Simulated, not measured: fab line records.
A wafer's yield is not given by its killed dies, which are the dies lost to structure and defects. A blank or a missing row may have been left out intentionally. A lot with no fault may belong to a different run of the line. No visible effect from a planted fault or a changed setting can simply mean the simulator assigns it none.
Split-lot study | flow n5_finfet | 7 lots, 21 wafers read, on a route of 1938 steps

== THE SPLIT ITSELF ==
At N5_SD_EPI_N_COAT_33 (time 60 s, resist thk 35 nm), the setting spin_rpm was moved away from the recipe's 1500 rpm on 8 of the 21 wafers read, by -9.9% to +5.9%. This setting was run at the recipe's value on the other wafers.

== FROM THE SPLIT TO THE READING: what the file shows between them, 8 steps ==
- N5_SD_EPI_N_COAT_03: resist thk 150 nm (also split here: spin_rpm)
- N5_SD_EPI_N_EBR_05
- N5_SD_EPI_N_SOFTBAKE_04: time 60 s
- N5_SD_EPI_N_EXPOSE_06: exposes mask SD N BLK, target cd 120 nm
- N5_SD_EPI_N_PEB_07: peb time 60 s
- N5_SD_EPI_N_DEVELOP_08: develop time 30 s
- N5_SD_EPI_N_DESCUM_14: chemistry O2, time 7.9 s
- N5_SD_EPI_N_ETCH_34: etches SiARC in CF4, target depth 45.5 nm, time 75.8 s

== THE READING ==
SiARC_of_SD_EPI_N_COAT_33.thk_nm (the simulator's own value, which no gauge read), in nm, at N5_SD_EPI_N_ETCH_35 (etches SOC in N2/H2, overetch 108 nm, time 486 s). The file gives no usual value for it. Average 19.7 nm, standard deviation 0.28 nm, over the 13 wafers here run with the recipe.

wafer  | tool, chamber at the split | spin_rpm as run, rpm | against the recipe | SiARC_of_SD_EPI_N_COAT_33.thk_nm, nm | against lot-mates on the recipe
L078.1 | litho_track-05, 0          | 1547                 | +3.1%              | 18.6                                 | -1.2
L078.3 | litho_track-05, 0          | 1500                 | recipe             | 19.8                                 | -
L078.4 | litho_track-05, 0          | 1547                 | +3.1%              | 19                                   | -0.8
L081.3 | litho_track-01, 0          | 1500                 | recipe             | 19.8                                 | -
L081.4 | litho_track-01, 0          | 1500                 | recipe             | 20.2                                 | -
L081.6 | litho_track-01, 0          | 1500                 | recipe             | 19.2                                 | -
L083.2 | litho_track-01, 0          | 1500                 | recipe             | 19.8                                 | -
L083.4 | litho_track-01, 0          | 1500                 | recipe             | 19.8                                 | -
L083.3 | litho_track-01, 0          | 1500                 | recipe             | 19.4                                 | -
L084.1 | litho_track-01, 0          | 1500                 | recipe             | 19.6                                 | -
L084.5 | litho_track-01, 0          | 1500                 | recipe             | 19.6                                 | -
L084.4 | litho_track-01, 0          | 1500                 | recipe             | 19.8                                 | -
L085.2 | litho_track-01, 0          | 1500                 | recipe             | 19.8                                 | -
L085.4 | litho_track-01, 0          | 1373                 | -8.5%              | 21                                   | +1.2
L085.5 | litho_track-01, 0          | 1373                 | -8.5%              | 21.4                                 | +1.6
L095.1 | litho_track-02, 0          | 1352                 | -9.9%              | 21.4                                 | +2.0
L095.4 | litho_track-02, 0          | 1352                 | -9.9%              | 21                                   | +1.6
L095.6 | litho_track-02, 0          | 1500                 | recipe             | 19.4                                 | -
L097.1 | litho_track-01, 0          | 1588                 | +5.9%              | 18.6                                 | -1.6
L097.2 | litho_track-01, 0          | 1588                 | +5.9%              | 18.4                                 | -1.8
L097.4 | litho_track-01, 0          | 1500                 | recipe             | 20.2                                 | -

FIT RESULTS
A straight line over all 21 wafers: SiARC_of_SD_EPI_N_COAT_33.thk_nm changes by -0.178 nm for each +1% of spin_rpm; r = -0.94; the points scatter about the line by 0.29 nm.
The same after taking each lot's own level away (the mean of its wafers on the recipe; 21 wafers): -0.206 nm for each +1%; r = -0.96; scatter 0.29 nm.
According to that fit, moving spin_rpm by its largest amount changes the reading by 2 nm.
Across the lots, their own levels run from 19.40 to 20.20 nm, a range of 2.9 times the standard deviation given above.
In other words, the slope is changed by the lot-to-lot level; the two fits disagree.
Check: +1.87 nm against its lot-mates is what the line predicts for one of the wafers moved furthest among these (-9.9%) when that wafer is left out of the fit. Against them it came out at +2 nm.

== FURTHER SPLITS ON THESE WAFERS ==
Other splits were also applied to these wafers ahead of the reading. Each is held against what the fit with the lots' levels taken away leaves over:
other split on the same wafers | wafers away from the commonest value | r with SiARC_of_SD_EPI_N_COAT_33.thk_nm (lot level and that fit taken away)
N5_FIN_CUT_COAT_19 spin_rpm    | 5                                    | +0.03
N5_SD_EPI_N_COAT_03 spin_rpm   | 6                                    | -0.12

== THE WHOLE CHAIN: every reading that the file lists as answering this split, in the file's order ==
step                | what it does                                           | reading                                                                           | change (the file's fit)               | r (the file's)
N5_SD_EPI_N_COAT_33 | time 60 s, resist thk 35 nm                            | SiARC_of_SD_EPI_N_COAT_33.thk_nm (the simulator's own value, which no gauge read) | -0.185 nm for each +1% of the setting | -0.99
N5_SD_EPI_N_ETCH_34 | etches SiARC in CF4, target depth 45.5 nm, time 75.8 s | etch.depth_nm (the simulator's own value, which no gauge read)                    | -0.188 nm for each +1% of the setting | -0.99
N5_SD_EPI_N_ETCH_35 | etches SOC in N2/H2, overetch 108 nm, time 486 s       | SiARC_of_SD_EPI_N_COAT_33.thk_nm (the simulator's own value, which no gauge read) | -0.2 nm for each +1% of the setting   | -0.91

== FILE'S OWN FIT ==
SiARC_of_SD_EPI_N_COAT_33.thk_nm changes by -0.2 nm for each +1% of spin_rpm, r = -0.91.
